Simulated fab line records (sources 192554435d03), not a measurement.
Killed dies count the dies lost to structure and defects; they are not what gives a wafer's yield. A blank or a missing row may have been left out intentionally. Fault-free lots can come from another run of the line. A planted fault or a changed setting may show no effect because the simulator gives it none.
fab line records	flow n5Finfet
record: lots: 24	wafers: 72	lastDay: 18
route steps=1938 shown BEOL_M12@1639 BEOL_M13@1679
lots that met no fault: taken from a fault-free run of the same line
startH: start of the lot's first displayed wafer, in hours after the record's first day	waitH: hours from the lot's prior step to this one	" identical to the entry in the row above	L1.1+2: a row that stands for several wafers	- no value, or no start given	* or withheld: withheld	< > ~ a bound
route shown NAME@n: names a module that has steps shown in the file, with the first one's number in the route	usual: average and standard deviation across the fault-free wafers	same: alike in all rows	chamber/n: place in a boat	sites: readings site by site	_std_site: how widely they spread, as a standard deviation	_edge_site: mean of outer sites minus mean of inner sites	radiusMm: for every site, how far away it sits from the centre of the wafer	mask NAME#n: copy n	behind: the tool/chamber that last shaped the wafer	hold: cause of the lot's hold/its duration in hours/its outcome	device: which transistor (n, p or np) failed to switch	end of line: the route-end tests of the same wafers	a step with no rows: only its recipe	killed: the dies lost at the first sort to structure and to defects; this is not the yield of the wafer	map: the dies of a wafer, with x for killed, . for not killed, _ for no die there
set.NAME: the setting as run; set.NAME@STEP: as run at that earlier step	model.NAME: the simulator's own value behind a step, which no gauge read
route steps across a sampled set of lots; one table per step, one row per wafer
services: when a tool's chamber went out of use (startH, in hours from the record's first day, below 0 if earlier), for how many hours, and the reason
== steps ==
step: N5_BEOL_M12_TRENCH_ETCH_34
recipe: chemistry: C4F8/O2/Ar	target: SiOC	targetDepthA: 3189.5	maskMaterial: SOC	pressureMtorr: 30	sourceW: 3000	biasW: 700	Ar_flow_sccm: 400	C4F8_flow_sccm: 15	O2_flow_sccm: 8	heInnerTorr: 15	heOuterTorr: 30	timeS: 125.5	ionEnergyEv: 250
usual: drypumpMotorCurrentA: 5.6/0.41	oesProductAu: 0.79/0.077	rfVppV: 665.7/3	showerheadPlenumPTorr: 3.43/0.11	throttleValvePct: 24.09/0.24
lot.wafer	tool	chamber	startH	waitH	drypumpMotorCurrentA	oesProductAu	rfHoursCounterH	rfVppV	showerheadPlenumPTorr	throttleValvePct
L076.1	rieDiel-04	0	236.17	0.0	5.9	0.74	191	664.6	3.39	24.02
L076.2	"	1	"	"	5.4	0.88	24	663.4	3.34	23.68
L076.4	"	2	"	"	5.7	0.72	196	668.2	3.54	24.47
L074.2	rieDiel-04	2	238.96	0.0	5.7	0.71	197	667.4	3.54	24.47
L074.3	"	3	"	"	5.0	0.87	56	669.5	3.62	24.04
L074.4	"	0	"	"	5.9	0.74	193	665.2	3.39	24.02
L075.3	rieDiel-05	0	250.67	0.0	5.6	0.83	75	670.0	3.55	23.92
L075.4	"	2	"	"	5.8	0.68	221	668.0	3.51	23.78
L075.5	"	2	"	"	5.8	0.69	-	667.4	3.51	23.76
L077.1	rieDiel-04	3	250.87	0.0	5.0	0.86	63	671.7	3.61	24.04
L077.4	"	1	"	"	5.4	0.88	31	663.8	3.33	23.69
L077.6	"	0	"	"	5.9	0.73	-	664.8	3.39	24.02
L078.3	rieDiel-02	0	255.32	0.0	5.4	0.76	141	665.3	3.42	23.99
L078.5	"	2	"	"	6.6	0.74	-	660.9	3.27	24.07
L078.6	"	1	"	"	5.4	0.87	-	667.9	3.49	24.28
L079.1	rieDiel-04	3	263.94	0.0	5.0	0.86	67	669.8	3.61	24.04
L079.2	"	0	"	"	5.9	0.73	203	665.1	3.38	24.03
L079.6	"	0	"	"	5.9	0.74	-	663.0	3.38	24.04
L082.4	rieDiel-05	2	277.84	0.0	5.8	0.67	230	668.6	3.50	23.78
L082.5	"	3	"	"	5.7	0.68	-	662.3	3.37	24.08
L082.6	"	0	"	"	5.6	0.81	-	668.7	3.55	23.93
L081.2	rieDiel-05	2	279.90	0.0	5.7	0.68	231	668.7	3.50	23.77
L081.4	"	3	"	"	5.7	0.68	243	663.8	3.37	24.08
L081.5	"	3	"	"	5.7	0.68	-	665.0	3.37	24.08
L080.1	rieDiel-02	1	288.51	0.0	5.4	0.87	40	667.0	3.48	24.29
L080.2	"	2	"	"	6.6	0.73	191	660.0	3.26	24.09
L080.4	"	3	"	"	5.5	0.84	79	661.8	3.35	24.37
L083.1	rieDiel-02	2	290.06	0.0	6.6	0.72	192	661.5	3.26	24.07
L083.2	"	1	"	"	5.4	0.85	40	666.9	3.48	24.28
L083.6	"	3	"	"	5.5	0.83	-	661.7	3.35	24.36
L084.3	rieDiel-02	2	294.61	0.0	6.6	0.72	193	661.3	3.26	24.09
L084.5	"	1	"	"	5.4	0.85	-	666.4	3.48	24.30
L084.6	"	2	"	"	6.6	0.72	-	662.3	3.26	24.10
L085.1	rieDiel-04	3	300.98	0.0	5.0	0.85	80	670.6	3.60	24.07
L085.3	"	2	"	"	5.7	0.71	219	668.7	3.53	24.51
L085.5	"	2	"	"	5.7	0.71	-	668.2	3.53	24.51
L086.1	rieDiel-04	1	318.17	0.0	5.4	0.83	53	662.5	3.32	23.73
L086.2	"	0	"	"	5.9	0.73	220	665.1	3.38	24.07
L086.3	"	2	"	"	5.7	0.70	224	667.6	3.53	24.50
L087.1	rieDiel-02	0	320.01	0.0	5.4	0.75	162	664.2	3.41	24.02
L087.3	"	1	"	"	5.4	0.84	52	666.1	3.47	24.29
L087.4	"	2	"	"	6.6	0.72	-	661.4	3.25	24.12
L088.1	rieDiel-04	3	322.93	0.0	5.0	0.82	89	670.6	3.60	24.08
L088.4	"	0	"	"	5.9	0.72	222	664.6	3.37	24.07
L088.5	"	3	"	"	5.0	0.82	-	669.2	3.60	24.07
L090.3	rieDiel-02	3	325.00	0.0	5.5	0.82	87	663.1	3.34	24.38
L090.4	"	1	"	"	5.4	0.83	55	665.7	3.47	24.30
L090.6	"	0	"	"	5.4	0.74	-	664.4	3.41	24.02
L091.2	rieDiel-02	2	334.05	0.0	6.6	0.71	210	661.1	3.25	24.11
L091.3	"	3	"	"	5.5	0.81	91	663.6	3.34	24.38
L091.6	"	3	"	"	5.5	0.82	-	662.0	3.34	24.39
L089.3	rieDiel-04	2	337.69	0.0	5.7	0.69	231	667.3	3.52	24.52
L089.5	"	1	"	"	5.4	0.82	-	664.3	3.32	23.73
L089.6	"	2	"	"	5.7	0.69	-	667.7	3.52	24.51
L092.2	rieDiel-05	1	345.38	0.0	5.4	0.86	56	663.6	3.33	24.14
L092.3	"	3	"	"	5.7	0.95	9	664.9	3.36	23.75
L092.4	"	0	"	"	5.6	0.79	-	668.0	3.53	23.98
L094.1	rieDiel-05	0	349.29	0.0	5.6	0.80	115	670.0	3.53	23.96
L094.2	"	3	"	"	5.7	0.96	11	664.4	3.36	23.75
L094.4	"	1	"	"	5.4	0.86	58	662.9	3.32	24.13
L093.1	rieDiel-04	1	355.33	0.0	5.4	0.82	67	664.0	3.32	23.73
L093.2	"	3	"	"	5.0	0.82	100	671.7	3.59	24.09
L093.4	"	0	"	"	5.9	0.71	233	663.8	3.37	24.06
L095.2	rieDiel-05	1	363.67	0.0	5.4	0.86	63	663.1	3.32	24.14
L095.3	"	3	"	"	5.7	0.93	16	664.0	3.36	23.75
L095.4	"	2	"	"	5.8	0.97	6	667.6	3.49	23.53
L096.3	rieDiel-02	0	379.08	0.0	5.4	0.73	184	665.7	3.40	24.03
L096.5	"	1	"	"	5.4	0.80	-	667.1	3.46	24.35
L096.6	"	0	"	"	5.4	0.73	-	664.7	3.40	24.02
L097.1	rieDiel-04	3	381.98	0.0	5.0	0.81	107	669.8	3.59	24.09
L097.4	"	0	"	"	5.9	0.70	241	665.2	3.36	24.08
L097.5	"	3	"	"	5.0	0.81	-	668.7	3.59	24.09
step: N5_BEOL_M12_OCD_MEAS_35
usual: trenchDepthNm: 318/4.5
lot.wafer	tool	chamber	startH	waitH	trenchDepthNm
L076.1	ocd-02	-	236.33	0.0	319
L076.2	"	-	"	"	317
L076.4	"	-	"	"	315
L074.2	ocd-01	-	239.12	0.0	313
L074.3	"	-	"	"	317
L074.4	"	-	"	"	317
L075.3	ocd-01	-	250.83	0.0	316
L075.4	"	-	"	"	317
L075.5	"	-	"	"	313
L077.1	ocd-01	-	251.03	0.0	317
L077.4	"	-	"	"	319
L077.6	"	-	"	"	321
L078.3	ocd-01	-	255.47	0.0	316
L078.5	"	-	"	"	319
L078.6	"	-	"	"	320
L079.1	ocd-01	-	264.09	0.0	318
L079.2	"	-	"	"	320
L079.6	"	-	"	"	321
L082.4	ocd-02	-	278.00	0.0	315
L082.5	"	-	"	"	316
L082.6	"	-	"	"	315
L081.2	ocd-01	-	280.06	0.0	319
L081.4	"	-	"	"	314
L081.5	"	-	"	"	315
L080.1	ocd-02	-	288.67	0.0	327
L080.2	"	-	"	"	319
L080.4	"	-	"	"	318
L083.1	ocd-01	-	290.21	0.0	316
L083.2	"	-	"	"	322
L083.6	"	-	"	"	314
L084.3	ocd-01	-	294.77	0.0	316
L084.5	"	-	"	"	323
L084.6	"	-	"	"	314
L085.1	ocd-02	-	301.13	0.0	321
L085.3	"	-	"	"	318
L085.5	"	-	"	"	321
L086.1	ocd-01	-	318.32	0.0	312
L086.2	"	-	"	"	320
L086.3	"	-	"	"	316
L087.1	ocd-01	-	320.17	0.0	313
L087.3	"	-	"	"	321
L087.4	"	-	"	"	316
L088.1	ocd-01	-	323.09	0.0	315
L088.4	"	-	"	"	319
L088.5	"	-	"	"	313
L090.3	ocd-02	-	325.16	0.0	313
L090.4	"	-	"	"	322
L090.6	"	-	"	"	312
L091.2	ocd-01	-	334.20	0.0	316
L091.3	"	-	"	"	312
L091.6	"	-	"	"	313
L089.3	ocd-01	-	337.84	0.0	313
L089.5	"	-	"	"	312
L089.6	"	-	"	"	312
L092.2	ocd-01	-	345.54	0.0	329
L092.3	"	-	"	"	328
L092.4	"	-	"	"	323
L094.1	ocd-01	-	349.44	0.0	324
L094.2	"	-	"	"	332
L094.4	"	-	"	"	328
L093.1	ocd-01	-	355.48	0.0	317
L093.2	"	-	"	"	315
L093.4	"	-	"	"	318
L095.2	ocd-01	-	363.82	0.0	327
L095.3	"	-	"	"	326
L095.4	"	-	"	"	322
L096.3	ocd-02	-	379.24	0.0	316
L096.5	"	-	"	"	321
L096.6	"	-	"	"	315
L097.1	ocd-02	-	382.14	0.0	314
L097.4	"	-	"	"	316
L097.5	"	-	"	"	317
step: N5_BEOL_M12_SPUTTER_43
recipe: material: TaN	targetThkA: 150	tempC: 50	biasV: 168.6	powerW: 15000	chamberPressurePa: 0.12	timeS: 24.19
usual: throttleValvePct: 29.4/1.1
lot.wafer	tool	chamber	startH	waitH	throttleValvePct
L076.1	pvdSputter-02	-	239.76	0.0	29.1
L076.2	"	-	"	"	30.3
L076.4	"	-	"	"	30.0
L074.2	pvdSputter-01	-	240.18	0.0	27.6
L074.3	"	-	"	"	29.2
L074.4	"	-	"	"	30.5
L075.3	pvdSputter-02	-	252.03	0.0	29.2
L075.4	"	-	"	"	31.3
L075.5	"	-	"	"	29.4
L077.1	pvdSputter-01	-	253.00	0.0	27.9
L077.4	"	-	"	"	30.9
L077.6	"	-	"	"	27.6
L078.3	pvdSputter-03	-	255.87	0.0	30.8
L078.5	"	-	"	"	28.7
L078.6	"	-	"	"	28.7
L079.1	pvdSputter-02	-	265.74	0.0	30.1
L079.2	"	-	"	"	31.1
L079.6	"	-	"	"	30.2
L082.4	pvdSputter-02	-	279.13	0.0	29.2
L082.5	"	-	"	"	29.9
L082.6	"	-	"	"	29.3
L081.2	pvdSputter-03	-	283.19	0.0	28.7
L081.4	"	-	"	"	28.9
L081.5	"	-	"	"	28.4
L080.1	pvdSputter-03	-	289.06	0.0	28.7
L080.2	"	-	"	"	30.8
L080.4	"	-	"	"	28.4
L083.1	pvdSputter-03	-	290.61	0.0	28.9
L083.2	"	-	"	"	31.1
L083.6	"	-	"	"	28.9
L084.3	pvdSputter-03	-	295.17	0.0	31.0
L084.5	"	-	"	"	28.4
L084.6	"	-	"	"	28.6
L085.1	pvdSputter-03	-	304.05	0.0	28.7
L085.3	"	-	"	"	28.9
L085.5	"	-	"	"	30.7
L086.1	pvdSputter-03	-	319.77	0.0	28.4
L086.2	"	-	"	"	28.8
L086.3	"	-	"	"	31.0
L087.1	pvdSputter-03	-	322.81	0.0	28.8
L087.3	"	-	"	"	28.9
L087.4	"	-	"	"	28.8
L088.1	pvdSputter-03	-	325.99	0.0	28.6
L088.4	"	-	"	"	29.0
L088.5	"	-	"	"	31.3
L090.3	pvdSputter-01	-	327.76	0.0	28.0
L090.4	"	-	"	"	30.6
L090.6	"	-	"	"	27.9
L091.2	pvdSputter-01	-	335.63	0.0	30.3
L091.3	"	-	"	"	29.4
L091.6	"	-	"	"	27.6
L089.3	pvdSputter-01	-	340.03	0.0	29.3
L089.5	"	-	"	"	29.2
L089.6	"	-	"	"	27.8
L092.2	pvdSputter-02	-	348.49	0.0	28.9
L092.3	"	-	"	"	29.9
L092.4	"	-	"	"	30.1
L094.1	pvdSputter-03	-	351.48	0.0	28.5
L094.2	"	-	"	"	30.8
L094.4	"	-	"	"	28.6
L093.1	pvdSputter-01	-	356.94	0.0	30.7
L093.2	"	-	"	"	29.0
L093.4	"	-	"	"	27.7
L095.2	pvdSputter-03	-	364.91	0.0	30.8
L095.3	"	-	"	"	28.6
L095.4	"	-	"	"	28.6
L096.3	pvdSputter-02	-	381.08	0.0	29.3
L096.5	"	-	"	"	30.7
L096.6	"	-	"	"	30.0
L097.1	pvdSputter-02	-	382.74	0.0	29.4
L097.4	"	-	"	"	30.2
L097.5	"	-	"	"	30.2
step: N5_BEOL_M12_SPUTTER_44
recipe: material: Ta	targetThkA: 100	tempC: 50	biasV: 80	powerW: 15000	chamberPressurePa: 0.07	timeS: 16.13
usual: throttleValvePct: 29.4/1.1
lot.wafer	tool	chamber	startH	waitH	throttleValvePct
L076.1	pvdSputter-02	-	239.84	0.0	29.2
L076.2	"	-	"	"	30.0
L076.4	"	-	"	"	30.3
L074.2	pvdSputter-01	-	240.26	0.0	27.7
L074.3	"	-	"	"	29.0
L074.4	"	-	"	"	30.4
L075.3	pvdSputter-02	-	252.11	0.0	29.2
L075.4	"	-	"	"	31.0
L075.5	"	-	"	"	29.2
L077.1	pvdSputter-01	-	253.08	0.0	27.9
L077.4	"	-	"	"	30.5
L077.6	"	-	"	"	27.6
L078.3	pvdSputter-03	-	255.95	0.0	30.8
L078.5	"	-	"	"	28.8
L078.6	"	-	"	"	28.7
L079.1	pvdSputter-02	-	265.82	0.0	30.4
L079.2	"	-	"	"	31.1
L079.6	"	-	"	"	30.3
L082.4	pvdSputter-02	-	279.21	0.0	29.2
L082.5	"	-	"	"	30.5
L082.6	"	-	"	"	29.6
L081.2	pvdSputter-03	-	283.27	0.0	28.6
L081.4	"	-	"	"	28.8
L081.5	"	-	"	"	28.4
L080.1	pvdSputter-03	-	289.14	0.0	28.8
L080.2	"	-	"	"	31.0
L080.4	"	-	"	"	28.7
L083.1	pvdSputter-03	-	290.69	0.0	28.6
L083.2	"	-	"	"	30.7
L083.6	"	-	"	"	28.9
L084.3	pvdSputter-03	-	295.25	0.0	30.8
L084.5	"	-	"	"	28.6
L084.6	"	-	"	"	28.9
L085.1	pvdSputter-03	-	304.13	0.0	28.6
L085.3	"	-	"	"	28.9
L085.5	"	-	"	"	30.9
L086.1	pvdSputter-03	-	319.85	0.0	28.6
L086.2	"	-	"	"	28.7
L086.3	"	-	"	"	30.8
L087.1	pvdSputter-03	-	322.89	0.0	28.5
L087.3	"	-	"	"	28.8
L087.4	"	-	"	"	28.7
L088.1	pvdSputter-03	-	326.07	0.0	28.8
L088.4	"	-	"	"	28.9
L088.5	"	-	"	"	30.9
L090.3	pvdSputter-01	-	327.84	0.0	27.5
L090.4	"	-	"	"	30.5
L090.6	"	-	"	"	27.6
L091.2	pvdSputter-01	-	335.71	0.0	30.6
L091.3	"	-	"	"	28.9
L091.6	"	-	"	"	27.8
L089.3	pvdSputter-01	-	340.11	0.0	29.2
L089.5	"	-	"	"	29.1
L089.6	"	-	"	"	27.8
L092.2	pvdSputter-02	-	348.57	0.0	29.5
L092.3	"	-	"	"	30.2
L092.4	"	-	"	"	30.3
L094.1	pvdSputter-03	-	351.56	0.0	28.5
L094.2	"	-	"	"	30.7
L094.4	"	-	"	"	29.0
L093.1	pvdSputter-01	-	357.02	0.0	30.7
L093.2	"	-	"	"	29.0
L093.4	"	-	"	"	27.7
L095.2	pvdSputter-03	-	364.99	0.0	30.8
L095.3	"	-	"	"	28.7
L095.4	"	-	"	"	28.6
L096.3	pvdSputter-02	-	381.16	0.0	29.3
L096.5	"	-	"	"	30.1
L096.6	"	-	"	"	30.4
L097.1	pvdSputter-02	-	382.82	0.0	29.0
L097.4	"	-	"	"	30.0
L097.5	"	-	"	"	30.2
step: N5_BEOL_M13_CD_MEAS_17
recipe: targetCdNm: 190	polarity: opening
usual: cdNm: 190.4/1.3
lot.wafer	tool	chamber	startH	waitH	cdNm
L076.1	cdSem-02	-	242.18	0.0	188.5
L076.2	"	-	"	"	189.4
L076.4	"	-	"	"	190.3
L074.2	cdSem-01	-	242.94	0.0	192.2
L074.3	"	-	"	"	189.0
L074.4	"	-	"	"	189.0
L075.3	cdSem-02	-	254.31	0.0	189.5
L075.4	"	-	"	"	188.8
L075.5	"	-	"	"	190.4
L077.1	cdSem-02	-	256.10	0.0	189.5
L077.4	"	-	"	"	189.0
L077.6	"	-	"	"	191.8
L078.3	cdSem-03	-	258.95	0.0	193.5
L078.5	"	-	"	"	193.2
L078.6	"	-	"	"	190.0
L079.1	cdSem-03	-	268.71	0.0	190.1
L079.2	"	-	"	"	189.1
L079.6	"	-	"	"	189.5
L082.4	cdSem-03	-	282.47	0.0	188.7
L082.5	"	-	"	"	189.0
L082.6	"	-	"	"	190.7
L081.2	cdSem-01	-	289.06	0.0	192.4
L081.4	"	-	"	"	189.2
L081.5	"	-	"	"	189.3
L080.1	cdSem-03	-	294.16	0.0	188.6
L080.2	"	-	"	"	191.2
L080.4	"	-	"	"	190.1
L083.1	cdSem-01	-	294.87	0.0	191.0
L083.2	"	-	"	"	190.5
L083.6	"	-	"	"	190.8
L084.3	cdSem-01	-	297.47	0.0	191.3
L084.5	"	-	"	"	192.3
L084.6	"	-	"	"	190.2
L085.1	cdSem-01	-	306.45	0.0	188.6
L085.3	"	-	"	"	190.2
L085.5	"	-	"	"	190.0
L086.1	cdSem-03	-	322.17	0.0	193.3
L086.2	"	-	"	"	191.0
L086.3	"	-	"	"	191.8
L087.1	cdSem-01	-	325.21	0.0	189.3
L087.3	"	-	"	"	191.5
L087.4	"	-	"	"	192.2
L088.1	cdSem-02	-	328.58	0.0	189.9
L088.4	"	-	"	"	188.8
L088.5	"	-	"	"	190.4
L090.3	cdSem-03	-	330.31	0.0	189.9
L090.4	"	-	"	"	191.9
L090.6	"	-	"	"	190.6
L091.2	cdSem-03	-	338.80	0.0	192.0
L091.3	"	-	"	"	189.3
L091.6	"	-	"	"	189.7
L089.3	cdSem-02	-	342.37	0.0	188.0
L089.5	"	-	"	"	188.6
L089.6	"	-	"	"	189.5
L092.2	cdSem-03	-	350.89	0.0	192.1
L092.3	"	-	"	"	192.7
L092.4	"	-	"	"	191.1
L094.1	cdSem-03	-	353.76	0.0	192.0
L094.2	"	-	"	"	190.2
L094.4	"	-	"	"	190.6
L093.1	cdSem-03	-	359.50	0.0	189.6
L093.2	"	-	"	"	189.0
L093.4	"	-	"	"	187.6
L095.2	cdSem-02	-	367.63	0.0	191.7
L095.3	"	-	"	"	190.0
L095.4	"	-	"	"	188.5
L096.3	cdSem-03	-	383.65	0.0	191.6
L096.5	"	-	"	"	188.9
L096.6	"	-	"	"	192.5
L097.1	cdSem-02	-	385.01	0.0	190.0
L097.4	"	-	"	"	192.0
L097.5	"	-	"	"	190.9
step: N5_BEOL_M13_PRE_CLEAN_42
recipe: gas: H2/He	timeS: 30	tempC: 250
usual: heaterPowerW: 331/23
lot.wafer	tool	chamber	startH	waitH	heaterPowerW
L076.1	pvdSputter-02	-	243.53	0.0	351
L076.2	"	-	"	"	337
L076.4	"	-	"	"	303
L074.2	pvdSputter-01	-	245.62	0.0	318
L074.3	"	-	"	"	317
L074.4	"	-	"	"	341
L075.3	pvdSputter-02	-	258.31	0.0	329
L075.4	"	-	"	"	307
L075.5	"	-	"	"	310
L077.1	pvdSputter-01	-	258.41	0.0	315
L077.4	"	-	"	"	323
L077.6	"	-	"	"	313
L078.3	pvdSputter-01	-	263.07	0.0	317
L078.5	"	-	"	"	331
L078.6	"	-	"	"	350
L079.1	pvdSputter-01	-	272.33	0.0	355
L079.2	"	-	"	"	331
L079.6	"	-	"	"	319
L082.4	pvdSputter-03	-	287.07	0.0	303
L082.5	"	-	"	"	396
L082.6	"	-	"	"	347
L081.2	pvdSputter-02	-	292.28	0.0	314
L081.4	"	-	"	"	350
L081.5	"	-	"	"	313
L080.1	pvdSputter-02	-	297.27	0.0	306
L080.2	"	-	"	"	334
L080.4	"	-	"	"	306
L083.1	pvdSputter-02	-	300.67	0.0	318
L083.2	"	-	"	"	301
L083.6	"	-	"	"	355
L084.3	pvdSputter-03	-	304.33	0.0	311
L084.5	"	-	"	"	393
L084.6	"	-	"	"	324
L085.1	pvdSputter-02	-	308.20	0.0	329
L085.3	"	-	"	"	305
L085.5	"	-	"	"	309
L086.1	pvdSputter-02	-	323.68	0.0	312
L086.2	"	-	"	"	334
L086.3	"	-	"	"	300
L087.1	pvdSputter-02	-	327.52	0.0	332
L087.3	"	-	"	"	306
L087.4	"	-	"	"	349
L088.1	pvdSputter-03	-	330.74	0.0	391
L088.4	"	-	"	"	392
L088.5	"	-	"	"	349
L090.3	pvdSputter-01	-	335.27	0.0	343
L090.4	"	-	"	"	319
L090.6	"	-	"	"	349
L091.2	pvdSputter-02	-	340.90	0.0	327
L091.3	"	-	"	"	306
L091.6	"	-	"	"	310
L089.3	pvdSputter-02	-	344.69	0.0	358
L089.5	"	-	"	"	349
L089.6	"	-	"	"	305
L092.2	pvdSputter-03	-	352.37	0.0	394
L092.3	"	-	"	"	349
L092.4	"	-	"	"	308
L094.1	pvdSputter-01	-	356.26	0.0	348
L094.2	"	-	"	"	316
L094.4	"	-	"	"	326
L093.1	pvdSputter-01	-	361.86	0.0	330
L093.2	"	-	"	"	357
L093.4	"	-	"	"	309
L095.2	pvdSputter-02	-	369.14	0.0	328
L095.3	"	-	"	"	308
L095.4	"	-	"	"	356
L096.3	pvdSputter-03	-	386.71	0.0	392
L096.5	"	-	"	"	336
L096.6	"	-	"	"	381
L097.1	pvdSputter-02	-	386.94	0.0	305
L097.4	"	-	"	"	307
L097.5	"	-	"	"	300
== services ==
tool	chamber	startH	hours	kind
rieDiel-04	2	266.00	8.9	repair
rieDiel-05	3	304.84	-	clean
rieDiel-05	3	304.84	-	consumableReplace:focusRing
rieDiel-05	3	304.84	21.1	scheduledDown
rieDiel-05	3	304.84	21.1	ventCycle
rieDiel-02	3	307.91	13.1	repair
rieDiel-05	2	328.06	-	clean
rieDiel-05	2	328.06	-	consumableReplace:focusRing
rieDiel-05	1	337.55	4.0	repair
pvdSputter-03	-	341.47	6.6	repair
rieDiel-05	-	352.42	0.5	repair
pvdSputter-01	-	369.52	4.6	repair
rieDiel-02	-	372.06	0.2	repair
== key ==
fault none
